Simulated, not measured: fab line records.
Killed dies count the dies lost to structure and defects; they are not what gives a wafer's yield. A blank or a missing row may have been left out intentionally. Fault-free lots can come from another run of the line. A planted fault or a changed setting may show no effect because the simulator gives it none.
Split-lot experiment | flow n5-finfet | 39 wafers read from 7 lots, route of 1938 steps

ABOUT THE SPLIT
At N5_BEOL_M7_DEP_56 (deposits SiCN from 3MS/NH3, target thk 10 nm, time 17.5 s), the setting time-s was moved away from the recipe's 17.5 s on 12 of the 39 wafers read, by -40.7% to +48.7%. For the rest of the wafers, this setting stayed at what the recipe calls for.

The split's own step is where the reading is taken.

THE READING
SiCN_of_BEOL_M7_DEP_56.thk-nm (the simulator's own value, which no gauge read), in nm, at N5_BEOL_M7_DEP_56 (deposits SiCN from 3MS/NH3, target thk 10 nm, time 17.5 s). There is no usual value for it anywhere in the file. The 27 wafers here that ran the recipe average 9.9 nm, standard deviation 0.21 nm.

wafer  | tool, chamber at the split | time-s as run, s | against the recipe | SiCN_of_BEOL_M7_DEP_56.thk-nm, nm | against lot-mates on the recipe
L075.1 | pecvd-01, 1                | 10.38            | -40.7%             | 5.8                               | -4.1
L075.4 | pecvd-01, 1                | 10.38            | -40.7%             | 5.8                               | -4.1
L075.2 | pecvd-01, 0                | 17.5             | recipe             | 9.8                               | -
L075.3 | pecvd-01, 2                | 17.5             | recipe             | 10                                | -
L075.5 | pecvd-01, 2                | 17.5             | recipe             | 10                                | -
L075.6 | pecvd-01, 0                | 10.38            | -40.7%             | 6                                 | -3.9
L077.1 | pecvd-04, 0,2,0            | 17.5             | recipe             | 9.6                               | -
L077.2 | pecvd-04, 0,2,0            | 17.5             | recipe             | 9.6                               | -
L077.5 | pecvd-04, 0,2,0            | 17.5             | recipe             | 9.6                               | -
L077.3 | pecvd-04, 1                | 10.37            | -40.7%             | 5.8                               | -3.8
L077.4 | pecvd-04, 2                | 10.37            | -40.7%             | 6                                 | -3.6
L077.6 | pecvd-04, 1                | 10.37            | -40.7%             | 6.2                               | -3.4
L079.1 | pecvd-04, 0                | 12.69            | -27.5%             | 6.8                               | -3.3
L079.2 | pecvd-04, 1                | 17.5             | recipe             | 10.2                              | -
L079.3 | pecvd-04, 2                | 12.69            | -27.5%             | 7.2                               | -2.9
L079.4 | pecvd-04, 2,0              | 17.5             | recipe             | 10                                | -
L079.6 | pecvd-04, 2,0              | 17.5             | recipe             | 10                                | -
L079.5 | pecvd-04, 1                | 12.69            | -27.5%             | 7.4                               | -2.7
L088.1 | pecvd-03, 0                | 17.5             | recipe             | 9.6                               | -
L088.2 | pecvd-03, 2,0,0            | 26.03            | +48.7%             | 14.6                              | +4.8
L088.3 | pecvd-03, 2,0,0            | 26.03            | +48.7%             | 14.6                              | +4.8
L088.6 | pecvd-03, 2,0,0            | 26.03            | +48.7%             | 14.6                              | +4.8
L088.4 | pecvd-03, 2                | 17.5             | recipe             | 10                                | -
L088.5 | pecvd-03, 2                | 17.5             | recipe             | 9.8                               | -
L089.1 | pecvd-01, 1,1,2            | 17.5             | recipe             | 10.2                              | -
L089.5 | pecvd-01, 1,1,2            | 17.5             | recipe             | 10.2                              | -
L089.6 | pecvd-01, 1,1,2            | 17.5             | recipe             | 10.2                              | -
L089.2 | pecvd-01, 0                | 17.5             | recipe             | 9.8                               | -
L089.4 | pecvd-01, 0                | 17.5             | recipe             | 9.8                               | -
L089.3 | pecvd-01, 2                | 17.5             | recipe             | 10                                | -
L090.1 | pecvd-01, 1,2,1            | 17.5             | recipe             | 10                                | -
L090.2 | pecvd-01, 1,2,1            | 17.5             | recipe             | 10                                | -
L090.4 | pecvd-01, 1,2,1            | 17.5             | recipe             | 10                                | -
L090.3 | pecvd-01, 0                | 17.5             | recipe             | 9.6                               | -
L090.5 | pecvd-01, 2                | 17.5             | recipe             | 10.2                              | -
L090.6 | pecvd-01, 0                | 17.5             | recipe             | 9.8                               | -
L093.4 | pecvd-01, 1,2              | 17.5             | recipe             | 10.2                              | -
L093.6 | pecvd-01, 1,2              | 17.5             | recipe             | 10.2                              | -
L093.5 | pecvd-01, 0                | 17.5             | recipe             | 10                                | -
When a row names more than one chamber, that row covers several wafers, and the file does not tell which wafer ran in which chamber.

THE FIT
A straight line over all 39 wafers: SiCN_of_BEOL_M7_DEP_56.thk-nm changes by +0.0976 nm for each +1% of time-s; r = +1.00; the points scatter about the line by 0.21 nm.
The same after taking each lot's own level away (the mean of its wafers on the recipe; 39 wafers): +0.0973 nm for each +1%; r = +1.00; scatter 0.2 nm.
Per that fit: largest time-s move, reading shift of 4.7 nm.
Across the lots, their own levels run from 9.60 to 10.13 nm, a range of 2.5 times the standard deviation given above.
Consequently the slope shifts little with the lot-to-lot level, the two slopes agreeing.
Check: for one of the wafers moved furthest among these (+48.7%), held out of the fit, the line's prediction against its lot-mates is +4.73 nm. Against them it came out at +4.8 nm.

THESE WAFERS: OTHER SPLITS
Note: prior to the reading, these wafers also went through further splits. Each is held against what the fit with the lots' levels taken away leaves over:
other split on the same wafers          | wafers away from the commonest value | r with SiCN_of_BEOL_M7_DEP_56.thk-nm (lot level and that fit taken away)
N5_ZERO_LAYER_DEVELOP_10 develop-time-s | 15                                   | -0.17
N5_FIN_SAQP_SPACER1_ALD_24 ald-cycles   | 15                                   | +0.05
N5_SD_EPI_N_ETCH_45 target-depth-a      | 15                                   | -0.11
N5_MOL_CONTACT_COAG_ETCHBACK_135 time-s | 18                                   | +0.11
N5_BEOL_M3_ALD_84 ald-cycles            | 18                                   | +0.00

FILE'S OWN FIT
SiCN_of_BEOL_M7_DEP_56.thk-nm changes by +0.0972 nm for each +1% of time-s, r = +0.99.
